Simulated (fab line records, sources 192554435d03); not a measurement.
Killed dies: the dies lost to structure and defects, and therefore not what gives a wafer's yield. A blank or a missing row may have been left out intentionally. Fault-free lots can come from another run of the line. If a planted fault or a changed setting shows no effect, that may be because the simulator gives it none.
Which tool was responsible? + flow n5Finfet + 24 lots, 72 wafers sampled, at 4 steps of a route of 1938

== WHAT THE GAUGES SHOWED, per wafer ==
N5_BEOL_M9_CD_MEAS_35: target cd 70 nm, target cd y 40 nm.
| lot  | measured     | on       | cdNm (nm)      |
|------|--------------|----------|----------------|
| L075 | day 9 11:48  | cdSem-03 | 69.6 69.8 71.0 |
| L077 | day 10 04:58 | cdSem-03 | 70.0 70.2 69.5 |
| L074 | day 10 05:59 | cdSem-01 | 70.7 70.7 71.4 |
| L076 | day 10 06:44 | cdSem-02 | 71.0 71.7 70.9 |
| L079 | day 10 18:16 | cdSem-02 | 69.9 70.5 69.8 |
| L078 | day 10 19:12 | cdSem-03 | 70.3 69.8 71.2 |
| L080 | day 11 01:24 | cdSem-02 | 70.2 70.3 70.1 |
| L081 | day 11 06:14 | cdSem-01 | 70.4 69.1 69.2 |
| L082 | day 11 07:53 | cdSem-03 | 69.6 68.8 69.5 |
| L083 | day 11 11:57 | cdSem-03 | 69.5 69.6 69.8 |
| L084 | day 12 04:15 | cdSem-01 | 70.2 69.7 71.0 |
| L085 | day 12 13:31 | cdSem-01 | 71.4 69.8 69.9 |
| L086 | day 12 20:32 | cdSem-01 | 70.0 69.4 70.5 |
| L087 | day 13 12:35 | cdSem-02 | 69.4 69.7 69.1 |
| L089 | day 13 19:17 | cdSem-02 | 70.2 69.9 70.7 |
| L088 | day 13 19:20 | cdSem-01 | 68.5 68.9 70.4 |
| L090 | day 14 02:57 | cdSem-02 | 69.7 69.9 68.7 |
| L091 | day 14 05:09 | cdSem-02 | 70.2 69.0 70.3 |
| L093 | day 14 13:50 | cdSem-01 | 70.4 70.1 70.6 |
| L094 | day 14 19:22 | cdSem-01 | 71.0 70.4 68.9 |
| L092 | day 14 20:02 | cdSem-02 | 69.0 70.6 70.4 |
| L095 | day 15 02:10 | cdSem-01 | 70.1 70.6 69.6 |
| L096 | day 15 11:47 | cdSem-02 | 71.1 70.7 70.2 |
| L097 | day 15 15:36 | cdSem-01 | 70.3 70.0 70.9 |

N5_BEOL_M10_INSPECT_30: inspects for defects (brightfield).
| lot  | measured     | on               | rawDefectCount |
|------|--------------|------------------|----------------|
| L075 | day 9 19:58  | defectInspect-02 | 477 369 509    |
| L077 | day 10 11:55 | defectInspect-02 | 374 328 653    |
| L074 | day 10 11:45 | defectInspect-01 | 327 276 292    |
| L076 | day 10 13:32 | defectInspect-01 | 432 381 375    |
| L079 | day 11 00:26 | defectInspect-01 | 361 267 350    |
| L078 | day 11 00:44 | defectInspect-02 | 387 439 475    |
| L080 | day 11 08:43 | defectInspect-01 | 533 622 476    |
| L081 | day 11 14:08 | defectInspect-01 | 492 453 463    |
| L082 | day 11 14:19 | defectInspect-01 | 332 423 388    |
| L083 | day 11 20:09 | defectInspect-01 | 365 373 390    |
| L084 | day 12 12:54 | defectInspect-01 | 346 241 392    |
| L085 | day 12 20:01 | defectInspect-01 | 239 270 352    |
| L086 | day 13 02:23 | defectInspect-01 | 352 282 212    |
| L087 | day 13 20:53 | defectInspect-02 | 287 379 367    |
| L089 | day 14 02:25 | defectInspect-01 | 319 291 267    |
| L088 | day 14 02:34 | defectInspect-02 | 570 506 376    |
| L090 | day 14 08:50 | defectInspect-01 | 509 342 535    |
| L091 | day 14 12:44 | defectInspect-02 | 452 568 498    |
| L093 | day 14 23:12 | defectInspect-02 | 414 332 309    |
| L094 | day 15 01:19 | defectInspect-02 | 413 537 335    |
| L092 | day 15 02:14 | defectInspect-02 | 476 385 363    |
| L095 | day 15 08:38 | defectInspect-02 | 579 658 541    |
| L096 | day 15 17:34 | defectInspect-02 | 402 376 384    |
| L097 | day 15 21:37 | defectInspect-02 | 272 459 397    |

== WHAT TOOL EACH LOT RAN ON (gives the tool, then ch and the chambers of the sampled wafers, and finally the start) ==
| lot  | N5_BEOL_M9_ETCH_41                           | N5_BEOL_M9_SURFACE_TREAT_79 |
|------|----------------------------------------------|-----------------------------|
| L075 | rieDiel-03 ch 0,1,3, day 9 11:48 or earlier  | pvdSputter-01, day 9 14:12  |
| L077 | rieDiel-04 ch 0,2,3, day 10 04:58 or earlier | pvdSputter-03, day 10 05:43 |
| L074 | rieDiel-03 ch 0,2, day 10 05:59 or earlier   | pvdSputter-03, day 10 06:44 |
| L076 | rieDiel-03 ch 0,2, day 10 06:44 or earlier   | pvdSputter-01, day 10 09:14 |
| L079 | rieDiel-04 ch 1,2,3, day 10 18:16 or earlier | pvdSputter-01, day 10 19:53 |
| L078 | rieDiel-04 ch 1,3, day 10 19:12 or earlier   | pvdSputter-01, day 10 20:20 |
| L080 | rieDiel-03 ch 1,3, day 11 01:24 or earlier   | pvdSputter-01, day 11 02:32 |
| L081 | rieDiel-04 ch 1,2,3, day 11 06:14 or earlier | pvdSputter-01, day 11 07:23 |
| L082 | rieDiel-04 ch 2,3, day 11 07:53 or earlier   | pvdSputter-03, day 11 09:55 |
| L083 | rieDiel-01 ch 1,2, day 11 11:57 or earlier   | pvdSputter-01, day 11 14:55 |
| L084 | rieDiel-01 ch 1,2, day 12 04:15 or earlier   | pvdSputter-02, day 12 05:10 |
| L085 | rieDiel-03 ch 0,1,2, day 12 13:31 or earlier | pvdSputter-01, day 12 14:23 |
| L086 | rieDiel-03 ch 0,1,2, day 12 20:32 or earlier | pvdSputter-03, day 12 21:36 |
| L087 | rieDiel-04 ch 0,2, day 13 12:35 or earlier   | pvdSputter-03, day 13 14:22 |
| L089 | rieDiel-04 ch 1,2,3, day 13 19:17 or earlier | pvdSputter-01, day 13 20:08 |
| L088 | rieDiel-03 ch 0,2,3, day 13 19:20 or earlier | pvdSputter-01, day 13 20:29 |
| L090 | rieDiel-04 ch 0,1,3, day 14 02:57 or earlier | pvdSputter-03, day 14 03:57 |
| L091 | rieDiel-04 ch 0,2,3, day 14 05:09 or earlier | pvdSputter-01, day 14 07:57 |
| L093 | rieDiel-03 ch 0,2,3, day 14 13:50 or earlier | pvdSputter-01, day 14 16:31 |
| L094 | rieDiel-04 ch 0,1, day 14 19:22 or earlier   | pvdSputter-03, day 14 20:25 |
| L092 | rieDiel-04 ch 0,1,2, day 14 20:02 or earlier | pvdSputter-01, day 14 20:50 |
| L095 | rieDiel-04 ch 0,1, day 15 02:10 or earlier   | pvdSputter-01, day 15 03:13 |
| L096 | rieDiel-03 ch 1,2, day 15 11:47 or earlier   | pvdSputter-03, day 15 12:58 |
| L097 | rieDiel-04 ch 0,1,2, day 15 15:36 or earlier | pvdSputter-03, day 15 16:29 |
- N5_BEOL_M9_ETCH_41: etches SiCN in CH3F/O2, target depth 36.6 nm, time 70.1 s.
- N5_BEOL_M9_SURFACE_TREAT_79

== WHAT THE TOOLS THEMSELVES READ (means of the sampled wafers that have a number; where no wafer has one, the mark that the record gives instead) ==
N5_BEOL_M9_ETCH_41.
| lot  | tool       | O2_flow_sccm (sccm) | biasW (W) | drypumpMotorCurrentA (A) | oesProductAu (a.u.) | rfVppV (V) | showerheadPlenumPTorr (Torr) | throttleValvePct (%) |
|------|------------|---------------------|-----------|--------------------------|---------------------|------------|------------------------------|----------------------|
| L075 | rieDiel-03 | 19.96               | 74.96     | 6.0                      | 0.67                | 297.6      | 2.00                         | 16.47                |
| L077 | rieDiel-04 | 19.99               | 75.14     | 5.7                      | 0.75                | 297.1      | 1.96                         | 16.26                |
| L074 | rieDiel-03 | 19.98               | 74.99     | 5.7                      | 0.76                | 296.8      | 1.98                         | 16.08                |
| L076 | rieDiel-03 | 20.03               | 75.03     | 5.3                      | 0.84                | 298.0      | 2.00                         | 15.99                |
| L079 | rieDiel-04 | 19.97               | 75.07     | 5.7                      | 0.77                | 295.7      | 1.92                         | 16.11                |
| L078 | rieDiel-04 | 20.00               | 75.14     | 5.5                      | 0.73                | 295.1      | 1.85                         | 16.18                |
| L080 | rieDiel-03 | 20.03               | 74.99     | 6.1                      | 0.86                | 298.4      | 2.02                         | 16.41                |
| L081 | rieDiel-04 | 20.04               | 74.86     | 5.7                      | 0.76                | 296.0      | 1.92                         | 16.13                |
| L082 | rieDiel-04 | 20.04               | 75.10     | 5.5                      | 0.73                | 296.9      | 1.95                         | 16.19                |
| L083 | rieDiel-01 | 19.92               | 75.23     | 5.6                      | 0.80                | 295.6      | 1.94                         | 16.16                |
| L084 | rieDiel-01 | 20.02               | 75.09     | 5.4                      | 0.77                | 295.0      | 1.93                         | 16.23                |
| L085 | rieDiel-03 | 20.00               | 75.13     | 5.8                      | 0.91                | 297.4      | 2.01                         | 16.01                |
| L086 | rieDiel-03 | 19.98               | 75.06     | 5.8                      | 0.91                | 298.6      | 2.01                         | 16.01                |
| L087 | rieDiel-04 | 19.99               | 75.09     | 6.1                      | 0.87                | 297.5      | 2.01                         | 16.03                |
| L089 | rieDiel-04 | 20.00               | 74.89     | 5.7                      | 0.74                | 295.6      | 1.92                         | 16.16                |
| L088 | rieDiel-03 | 20.00               | 74.96     | 5.6                      | 0.92                | 296.6      | 1.98                         | 15.94                |
| L090 | rieDiel-04 | 19.91               | 75.09     | 5.5                      | 0.78                | 294.7      | 1.89                         | 16.21                |
| L091 | rieDiel-04 | 19.95               | 74.82     | 5.7                      | 0.80                | 297.2      | 1.96                         | 16.16                |
| L093 | rieDiel-03 | 20.02               | 74.86     | 5.6                      | 0.91                | 297.3      | 1.98                         | 15.95                |
| L094 | rieDiel-04 | 19.99               | 75.11     | 5.7                      | 0.79                | 294.5      | 1.86                         | 16.15                |
| L092 | rieDiel-04 | 19.99               | 75.13     | 5.9                      | 0.81                | 294.9      | 1.93                         | 16.11                |
| L095 | rieDiel-04 | 20.08               | 75.03     | 5.7                      | 0.79                | 294.8      | 1.86                         | 16.16                |
| L096 | rieDiel-03 | 19.96               | 74.74     | 5.4                      | 0.85                | 298.2      | 2.02                         | 16.12                |
| L097 | rieDiel-04 | 20.05               | 74.98     | 5.9                      | 0.81                | 296.2      | 1.93                         | 16.12                |

== THE ANSWER, worked out from the rows above alone ==
Rule: the lots themselves supply what counts as usual. Put in order of their means at a reading, lots are off if they are a third of the lots or fewer, leave a main group of 4 or more, and stand apart from it by a gap of 3 or more times the standard deviation of the main group's means; of several such gaps the widest counts. A main group whose means are all the same, to the digits that the tables above print for the reading, isn't used. A lot without any number at a reading at which 4 lots or more have one is off too. Where the step has rows for the other lots, those lots are counted as sound. After the gauges, taken in route order, come the tools' own readings; for these a lot's mean is taken, as printed above. The first step at which some lot is off is used, and at that step the reading that is off furthest; a lot without a number counts as furthest.
Across all readings shown, no lot is off: no conclusion can be drawn from this.

== WHAT THE SIMULATOR PUT IN ==
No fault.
